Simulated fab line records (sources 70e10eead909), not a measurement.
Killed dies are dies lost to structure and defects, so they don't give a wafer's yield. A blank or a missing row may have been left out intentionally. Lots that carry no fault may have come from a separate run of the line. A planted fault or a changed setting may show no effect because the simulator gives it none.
Check for tools in common -- flow nandHarc -- Sample size 2 lots and 6 wafers

WHAT PROMPTED THE OPENING
At NHARC_END_SORT_01 the reading killedAtArray is flagged on 2 of 2 lots. Wafers without a fault read 51, standard deviation 18.
Rule: a lot is flagged when every wafer of it that has a number lies more than 4 standard deviations from that mean, or none has a number. All remaining lots are regarded as sound.

lot,measured,on,"killedAtArray, wafer by wafer",flag
L953,day 30 21:21,prober-01,669 667 664,FLAGGED
L955,day 31 02:05,prober-02,667 668 667,FLAGGED
The mean of the flagged lots' numbers is 667, +616 from the usual (+34 standard deviations).

WHICH TOOL RAN EACH LOT
The record holds 3 process steps before the reading, out of a route of 1302 steps. Cell contents, in order: the tool; ch with the chambers the sampled wafers went through; the start.
lot,flag,NHARC_A_CONTACT_ETCH_129,NHARC_A_CONTACT_ETCH_130,NHARC_A_CONTACT_ETCH_133
L953,FLAGGED,"harCapEtch-02 ch 1, day 28 07:57","harCapEtch-02 ch 1, day 28 08:08","harCapEtch-02 ch 1, day 28 08:43"
L955,FLAGGED,"harCapEtch-02 ch 0,1, day 28 13:44","harCapEtch-02 ch 0,1, day 28 13:55","harCapEtch-02 ch 0,1, day 28 14:32"
What is done by these steps:
- NHARC_A_CONTACT_ETCH_129: etches the open film in C4F8/O2/Ar, time 197 s, target depth 1918 nm.
- NHARC_A_CONTACT_ETCH_130: etches the open film in C4F8/O2/Ar, time 197 s, target depth 1918 nm.
- NHARC_A_CONTACT_ETCH_133: etches the open film in C4F8/O2/Ar, time 374 s, target depth 1610 nm.
- NHARC_END_SORT_01

FLAGGED OVER TOTAL, TOOL BY TOOL (the gauges that took the reading come last)
step,tool,lots run,flagged,share of the flagged lots,sound lots run after its first flagged lot
NHARC_A_CONTACT_ETCH_129,harCapEtch-02,2,2,all,0
NHARC_A_CONTACT_ETCH_130,harCapEtch-02,2,2,all,0
NHARC_A_CONTACT_ETCH_133,harCapEtch-02,2,2,all,0
NHARC_END_SORT_01,prober-01,1,1,some,0
NHARC_END_SORT_01,prober-02,1,1,some,0

THE TABLE: WHAT IT ALLOWS
harCapEtch-02 at NHARC_A_CONTACT_ETCH_129, harCapEtch-02 at NHARC_A_CONTACT_ETCH_130 and harCapEtch-02 at NHARC_A_CONTACT_ETCH_133: these 3 rows of the table ran every flagged lot.
- harCapEtch-02 at NHARC_A_CONTACT_ETCH_129: 2 of its 2 lots flagged. It ran no sound lot before its first flagged lot in this sample, so the start can't be narrowed down.
- harCapEtch-02 at NHARC_A_CONTACT_ETCH_130: 2 of its 2 lots flagged. It ran no sound lot before its first flagged lot in this sample, so the start can't be narrowed down.
- harCapEtch-02 at NHARC_A_CONTACT_ETCH_133: 2 of its 2 lots flagged. It ran no sound lot before its first flagged lot in this sample, so the start can't be narrowed down.
harCapEtch-02 at NHARC_A_CONTACT_ETCH_129 and NHARC_A_CONTACT_ETCH_130 and NHARC_A_CONTACT_ETCH_133 is the single tool remaining.

WHAT THE SIMULATOR HAD PUT IN
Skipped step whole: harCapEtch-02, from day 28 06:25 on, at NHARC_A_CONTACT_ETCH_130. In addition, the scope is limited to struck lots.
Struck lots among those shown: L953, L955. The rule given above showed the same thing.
